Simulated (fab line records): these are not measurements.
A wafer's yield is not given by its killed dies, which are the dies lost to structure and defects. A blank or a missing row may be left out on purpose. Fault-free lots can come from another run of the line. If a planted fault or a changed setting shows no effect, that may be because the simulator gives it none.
Which tool is to blame? -- flow nand harc -- Sampling: 24 lots, 72 wafers, 6 of 1159 route steps

== WHAT THE GAUGES SHOWED, per wafer ==
The record holds no reading of a measuring or inspecting step that can be judged against a usual standard deviation.

== EACH LOT AND THE TOOL THAT RAN IT (in order: tool; ch and the chambers of the sampled wafers; start) ==
lot,NHARC_A_CONTACT_DEP_29,NHARC_A_CONTACT_ETCH_49,NHARC_A_CONTACT_ETCH_111,NHARC_A_CONTACT_ETCH_123,NHARC_A_CONTACT_ETCH_96,NHARC_A_CONTACT_ETCH_102
L074,"pecvd-01 ch 0,1,2, day 16 07:44","rie diel-03 ch 1,2, day 16 10:10 or earlier","har cap etch-01 ch 0,1, day 16 10:10","har cap etch-01 ch 0,1, day 16 11:23","rie diel-03 ch 0,1,3, day 16 12:32 or earlier","rie diel-03 ch 1,2,3, day 16 12:32"
L075,"pecvd-04 ch 0,1,2, day 16 12:25","rie diel-12 ch 0,1,2, day 16 14:38 or earlier","har cap etch-02 ch 0,1, day 16 14:38","har cap etch-02 ch 0,1, day 16 15:53","rie diel-08 ch 0,1,2, day 16 16:53 or earlier","rie diel-08 ch 1,3, day 16 16:53"
L076,"pecvd-04 ch 0,1,2, day 17 05:46","rie diel-03 ch 0,2, day 17 07:56 or earlier","har cap etch-01 ch 0, day 17 07:56","har cap etch-01 ch 0, day 17 09:08","rie diel-12 ch 1,2,3, day 17 10:15 or earlier","rie diel-12 ch 0,1, day 17 10:15"
L078,"pecvd-02 ch 0,1, day 17 10:23","rie diel-12 ch 0,1,3, day 17 12:31 or earlier","har cap etch-03 ch 0,1, day 17 12:31","har cap etch-03 ch 0,1, day 17 13:45","rie diel-08 ch 0,2, day 17 14:55 or earlier","rie diel-12 ch 0,3, day 17 14:55"
L077,"pecvd-01 ch 0,2, day 17 14:53","rie diel-12 ch 0,1,3, day 17 17:02 or earlier","har cap etch-01 ch 0,1, day 17 17:02","har cap etch-01 ch 0,1, day 17 18:14","rie diel-03 ch 0,1,3, day 17 19:35 or earlier","rie diel-08 ch 0,1,3, day 17 19:35"
L080,"pecvd-04 ch 0,1, day 17 22:28","rie diel-03 ch 0,1, day 18 00:42 or earlier","har cap etch-03 ch 0,1, day 18 00:42","har cap etch-03 ch 0,1, day 18 01:56","rie diel-12 ch 0,2,3, day 18 02:57 or earlier","rie diel-12 ch 1,2,3, day 18 02:57"
L081,"pecvd-04 ch 1,2, day 18 00:38","rie diel-08 ch 0,1, day 18 02:57 or earlier","har cap etch-01 ch 0, day 18 02:57","har cap etch-01 ch 0, day 18 04:10","rie diel-03 ch 0,3, day 18 05:16 or earlier","rie diel-03 ch 1,3, day 18 05:16"
L079,"pecvd-01 ch 1,2, day 18 04:44","rie diel-03 ch 0,1,2, day 18 06:57 or earlier","har cap etch-03 ch 0,1, day 18 06:57","har cap etch-03 ch 0,1, day 18 08:10","rie diel-08 ch 0,1,3, day 18 09:17 or earlier","rie diel-03 ch 0,1,2, day 18 09:17"
L083,"pecvd-02 ch 0,1,2, day 18 14:43","rie diel-03 ch 0,1,2, day 18 17:32 or earlier","har cap etch-02 ch 0,1, day 18 17:32","har cap etch-02 ch 0,1, day 18 18:46","rie diel-03 ch 0,1, day 18 19:49 or earlier","rie diel-03 ch 1,2,3, day 18 19:49"
L082,"pecvd-02 ch 0,2, day 18 15:02","rie diel-03 ch 1,2, day 18 17:58 or earlier","har cap etch-03 ch 0,1, day 18 17:58","har cap etch-03 ch 0,1, day 18 19:13","rie diel-08 ch 0,2,3, day 18 20:18 or earlier","rie diel-12 ch 1,2,3, day 18 20:18"
L084,"pecvd-02 ch 1,2, day 18 19:26","rie diel-03 ch 0,2,3, day 18 21:30 or earlier","har cap etch-02 ch 0,1, day 18 21:30","har cap etch-02 ch 0,1, day 18 22:43","rie diel-12 ch 1,2, day 18 23:50 or earlier","rie diel-12 ch 0,3, day 18 23:50"
L085,"pecvd-01 ch 0,2, day 19 04:51","rie diel-03 ch 0,1,2, day 19 06:57 or earlier","har cap etch-01 ch 0,1, day 19 06:57","har cap etch-01 ch 0,1, day 19 08:11","rie diel-08 ch 2,3, day 19 09:13 or earlier","rie diel-08 ch 1,3, day 19 09:13"
L086,"pecvd-02 ch 1,2, day 19 10:08","rie diel-12 ch 0,3, day 19 12:50 or earlier","har cap etch-01 ch 0,1, day 19 12:50","har cap etch-01 ch 0,1, day 19 14:04","rie diel-03 ch 1,3, day 19 15:07 or earlier","rie diel-03 ch 1,2,3, day 19 15:07"
L087,"pecvd-01 ch 0,1, day 19 14:51","rie diel-03 ch 1,2,3, day 19 17:04 or earlier","har cap etch-02 ch 0,1, day 19 17:04","har cap etch-02 ch 0,1, day 19 18:16","rie diel-08 ch 2,3, day 19 19:26 or earlier","rie diel-03 ch 0,3, day 19 19:26"
L088,"pecvd-02 ch 0,2, day 19 14:51","rie diel-08 ch 2,3, day 19 17:32 or earlier","har cap etch-01 ch 0,1, day 19 17:32","har cap etch-01 ch 0,1, day 19 18:44","rie diel-03 ch 1,2, day 19 19:53 or earlier","rie diel-03 ch 0,1,3, day 19 19:53"
L090,"pecvd-01 ch 0,1,2, day 19 22:16","rie diel-03 ch 0,2,3, day 20 00:37 or earlier","har cap etch-01 ch 0,1, day 20 00:37","har cap etch-01 ch 0,1, day 20 01:49","rie diel-08 ch 0,1, day 20 03:02 or earlier","rie diel-08 ch 0,2,3, day 20 03:02"
L089,"pecvd-04 ch 1,2, day 19 22:18","rie diel-03 ch 0,1,2, day 20 01:05 or earlier","har cap etch-02 ch 0,1, day 20 01:05","har cap etch-02 ch 0,1, day 20 02:17","rie diel-12 ch 0,1,2, day 20 03:30 or earlier","rie diel-12 ch 0,2,3, day 20 03:30"
L091,"pecvd-02 ch 0,1, day 20 23:32","rie diel-03 ch 0,1,3, day 21 01:58 or earlier","har cap etch-03 ch 0,1, day 21 01:58","har cap etch-03 ch 0,1, day 21 03:10","rie diel-03 ch 1,2,3, day 21 04:16 or earlier","rie diel-03 ch 1,2,3, day 21 04:16"
L092,"pecvd-02 ch 0,1,2, day 20 23:43","rie diel-12 ch 2,3, day 21 02:03 or earlier","har cap etch-01 ch 1, day 21 02:03","har cap etch-01 ch 1, day 21 03:16","rie diel-12 ch 1,2,3, day 21 04:21 or earlier","rie diel-12 ch 0,1,3, day 21 04:21"
L094,"pecvd-02 ch 0,2, day 21 05:39","rie diel-12 ch 0,1,2, day 21 08:17 or earlier","har cap etch-02 ch 0,1, day 21 08:17","har cap etch-02 ch 0,1, day 21 09:55","rie diel-03 ch 1,2, day 21 11:31 or earlier","rie diel-12 ch 0,1,3, day 21 11:31"
L093,"pecvd-04 ch 0,1,2, day 21 07:41","rie diel-08 ch 0,2, day 21 09:42 or earlier","har cap etch-03 ch 0,1, day 21 09:42","har cap etch-03 ch 0,1, day 21 10:54","rie diel-03 ch 2,3, day 21 12:04 or earlier","rie diel-12 ch 0,2,3, day 21 12:04"
L096,"pecvd-04 ch 1,2, day 21 11:35","rie diel-08 ch 0,2,3, day 21 13:48 or earlier","har cap etch-03 ch 0,1, day 21 13:48","har cap etch-03 ch 0,1, day 21 15:01","rie diel-03 ch 0,1,2, day 21 16:05 or earlier","rie diel-03 ch 0,1,2, day 21 16:05"
L095,"pecvd-01 ch 0,1, day 21 15:40","rie diel-03 ch 1,2, day 21 18:11 or earlier","har cap etch-02 ch 1, day 21 18:11","har cap etch-02 ch 1, day 21 20:22","rie diel-08 ch 0,2,3, day 21 21:40 or earlier","rie diel-08 ch 1,3, day 21 21:40"
L097,"pecvd-04 ch 1,2, day 21 21:35","rie diel-08 ch 0,1,3, day 21 23:44 or earlier","har cap etch-02 ch 0,1, day 21 23:44","har cap etch-02 ch 0,1, day 22 01:52","rie diel-03 ch 0,1, day 22 03:07","rie diel-08 ch 0,2,3, day 22 03:32"
- NHARC_A_CONTACT_DEP_29: deposits SiON, target thk 70 nm.
- NHARC_A_CONTACT_ETCH_49: etches the open film in N2/H2, target depth 260 nm, time 475.3 s.
- NHARC_A_CONTACT_ETCH_111: etches the open film in C4F8/O2/Ar, time 140 s, target depth 700 nm.
- NHARC_A_CONTACT_ETCH_123: etches the open film in C4F8/O2/Ar, time 253 s, target depth 1090 nm.
- NHARC_A_CONTACT_ETCH_96: etches the open film in C4F6/O2, target depth 20 nm, time 10 s.
- NHARC_A_CONTACT_ETCH_102: etches the open film in CF4/O2, target depth 70 nm, overetch 7 nm, time 38.5 s.

== WHAT THE TOOLS THEMSELVES READ (means of the sampled wafers that have a number; where no wafer has one, the mark that the record gives instead) ==
NHARC_A_CONTACT_DEP_29. Usual: chamber pressure Torr 3.500 Torr, standard deviation 0.0076; heater power outer w 434 W, standard deviation 54; heater power w 733 W, standard deviation 79.
lot,tool,chamber pressure Torr (Torr),heater power outer w (W),heater power w (W),flag
L074,pecvd-01,3.491,420,715,
L075,pecvd-04,3.510,391,674,
L076,pecvd-04,3.499,395,667,
L078,pecvd-02,3.492,485,779,
L077,pecvd-01,3.499,458,794,
L080,pecvd-04,3.503,383,655,
L081,pecvd-04,3.496,420,706,
L079,pecvd-01,3.496,447,763,
L083,pecvd-02,3.499,460,751,
L082,pecvd-02,3.505,449,754,
L084,pecvd-02,3.501,453,747,
L085,pecvd-01,3.498,454,796,
L086,pecvd-02,3.499,500,816,
L087,pecvd-01,3.503,447,769,
L088,pecvd-02,3.495,469,771,
L090,pecvd-01,3.497,443,763,
L089,pecvd-04,3.501,416,705,
L091,pecvd-02,3.501,454,748,
L092,pecvd-02,3.502,466,763,
L094,pecvd-02,3.500,467,757,
L093,pecvd-04,3.502,374,665,
L096,pecvd-04,3.508,413,701,
L095,pecvd-01,3.501,465,765,
L097,pecvd-04,3.498,437,737,

NHARC_A_CONTACT_ETCH_49. Usual: drypump motor current A 5.9 A, standard deviation 0.42; oes product au 1.003 a.u., standard deviation 0.008; rf vpp V 429.8 V, standard deviation 2.7; showerhead plenum p Torr 2.02 Torr, standard deviation 0.089; throttle valve pct 14.171 %, standard deviation 0.0088.
lot,tool,drypump motor current A (A),oes product au (a.u.),rf vpp V (V),showerhead plenum p Torr (Torr),throttle valve pct (%),flag
L074,rie diel-03,5.9,0.992,430.9,2.06,14.170,
L075,rie diel-12,5.8,1.004,429.8,2.02,14.182,
L076,rie diel-03,6.1,1.005,428.5,1.98,14.174,
L078,rie diel-12,5.9,1.013,431.7,2.05,14.171,
L077,rie diel-12,5.9,1.008,430.6,2.05,14.167,
L080,rie diel-03,5.8,1.003,431.7,2.10,14.173,
L081,rie diel-08,5.8,0.997,431.5,2.05,14.166,
L079,rie diel-03,6.0,0.995,430.2,2.02,14.161,
L083,rie diel-03,6.0,1.009,429.7,2.02,14.169,
L082,rie diel-03,5.9,1.005,431.4,2.05,14.161,
L084,rie diel-03,6.2,1.000,428.2,1.98,14.177,
L085,rie diel-03,6.0,1.003,429.8,2.02,14.179,
L086,rie diel-12,5.8,1.018,431.7,2.06,14.166,
L087,rie diel-03,6.1,0.999,428.5,2.01,14.182,
L088,rie diel-08,5.4,1.010,426.4,1.89,14.169,
L090,rie diel-03,6.3,0.998,428.8,1.98,14.169,
L089,rie diel-03,6.0,0.999,429.9,2.01,14.168,
L091,rie diel-03,6.1,0.995,430.1,2.05,14.157,
L092,rie diel-12,5.4,1.008,429.0,1.95,14.174,
L094,rie diel-12,5.7,1.006,431.0,2.01,14.174,
L093,rie diel-08,5.9,1.002,433.0,2.13,14.171,
L096,rie diel-08,5.5,1.000,430.9,2.07,14.172,
L095,rie diel-03,5.9,1.004,430.8,2.05,14.173,
L097,rie diel-08,5.6,1.008,429.2,2.00,14.162,

NHARC_A_CONTACT_ETCH_96. Usual: drypump motor current A 5.8 A, standard deviation 0.43; oes product au 0.981 a.u., standard deviation 0.026; rf vpp V 546 V, standard deviation 3.3; showerhead plenum p Torr 3.87 Torr, standard deviation 0.15; throttle valve pct 26.906 %, standard deviation 0.0097.
lot,tool,drypump motor current A (A),oes product au (a.u.),rf vpp V (V),showerhead plenum p Torr (Torr),throttle valve pct (%),flag
L074,rie diel-03,6.1,0.951,548,3.95,26.908,
L075,rie diel-08,5.8,0.949,544,3.87,26.901,
L076,rie diel-12,5.6,1.003,545,3.83,26.910,
L078,rie diel-08,5.9,1.009,546,3.91,26.907,
L077,rie diel-03,6.1,1.001,548,3.95,26.900,
L080,rie diel-12,5.7,1.006,547,3.91,26.908,
L081,rie diel-03,6.2,0.997,546,3.89,26.910,
L079,rie diel-08,5.6,1.006,545,3.87,26.908,
L083,rie diel-03,5.8,0.930,550,4.02,26.905,
L082,rie diel-08,5.5,0.970,544,3.80,26.902,
L084,rie diel-12,5.7,1.008,544,3.81,26.902,
L085,rie diel-08,5.4,0.952,542,3.67,26.899,
L086,rie diel-03,6.0,0.991,549,4.01,26.903,
L087,rie diel-08,5.4,0.943,542,3.66,26.906,
L088,rie diel-03,5.9,0.981,548,3.95,26.913,
L090,rie diel-08,5.9,0.957,547,3.93,26.912,
L089,rie diel-12,5.8,0.948,546,3.88,26.899,
L091,rie diel-03,6.2,0.974,545,3.88,26.909,
L092,rie diel-12,5.7,0.950,545,3.81,26.902,
L094,rie diel-03,5.9,1.004,548,3.95,26.912,
L093,rie diel-03,6.3,1.002,544,3.74,26.917,
L096,rie diel-03,6.0,1.007,546,3.88,26.906,
L095,rie diel-08,5.5,0.991,548,3.97,26.897,
L097,rie diel-03,5.9,0.997,547,3.95,26.912,

NHARC_A_CONTACT_ETCH_102. Usual: cf4 flow sccm 80.03 sccm, standard deviation 0.23; drypump motor current A 5.8 A, standard deviation 0.42; oes product au 1.004 a.u., standard deviation 0.0084; rf vpp V 197.3 V, standard deviation 1.5; showerhead plenum p Torr 1.32 Torr, standard deviation 0.053; throttle valve pct 13.397 %, standard deviation 0.0089.
lot,tool,cf4 flow sccm (sccm),drypump motor current A (A),oes product au (a.u.),rf vpp V (V),showerhead plenum p Torr (Torr),throttle valve pct (%),flag
L074,rie diel-03,79.99,6.1,1.001,198.1,1.32,13.400,
L075,rie diel-08,79.82,5.1,0.999,195.8,1.28,13.394,
L076,rie diel-12,79.97,6.0,1.011,197.3,1.34,13.397,
L078,rie diel-12,79.90,5.8,1.014,198.4,1.35,13.400,
L077,rie diel-08,80.25,5.5,0.997,197.4,1.32,13.394,
L080,rie diel-12,79.93,5.6,1.007,195.8,1.30,13.402,
L081,rie diel-03,80.19,6.2,0.995,197.0,1.34,13.402,
L079,rie diel-03,80.10,6.0,1.001,197.4,1.32,13.396,
L083,rie diel-03,79.79,6.1,1.004,196.9,1.32,13.392,
L082,rie diel-12,80.09,5.6,1.009,197.7,1.30,13.402,
L084,rie diel-12,80.24,5.8,1.017,198.0,1.34,13.401,
L085,rie diel-08,79.84,5.5,0.999,197.1,1.30,13.393,
L086,rie diel-03,80.06,6.1,0.995,196.5,1.32,13.393,
L087,rie diel-03,79.87,6.2,0.998,198.4,1.32,13.394,
L088,rie diel-03,80.03,6.1,0.995,197.8,1.34,13.395,
L090,rie diel-08,80.20,5.5,1.002,196.8,1.29,13.400,
L089,rie diel-12,80.29,5.7,1.008,197.5,1.32,13.396,
L091,rie diel-03,80.17,6.1,1.003,197.1,1.31,13.397,
L092,rie diel-12,80.18,5.9,1.014,197.1,1.34,13.393,
L094,rie diel-12,79.94,5.9,1.008,197.3,1.34,13.400,
L093,rie diel-12,79.94,5.7,1.001,197.6,1.32,13.387,
L096,rie diel-03,79.97,6.0,0.996,197.9,1.32,13.407,
L095,rie diel-08,80.26,5.5,1.011,196.9,1.30,13.401,
L097,rie diel-08,80.10,5.5,1.008,198.2,1.35,13.398,

== THE ANSWER, worked out from the rows above alone ==
Rule: lot off if the mean of its wafers having a number is beyond 3 standard deviations from the usual mean. A lot without any number at a reading at which 4 lots or more have one is off too. The other lots that the step has rows for count as sound. After the gauges, taken in route order, come the tools' own readings; for these a lot's mean is taken, as printed above. At the first step where some lot is off, the reading lying furthest off is the one used; lots without a number count as furthest.
None of the lots is off at any reading shown; this tells nothing.

== WHAT THE SIMULATOR PUT IN ==
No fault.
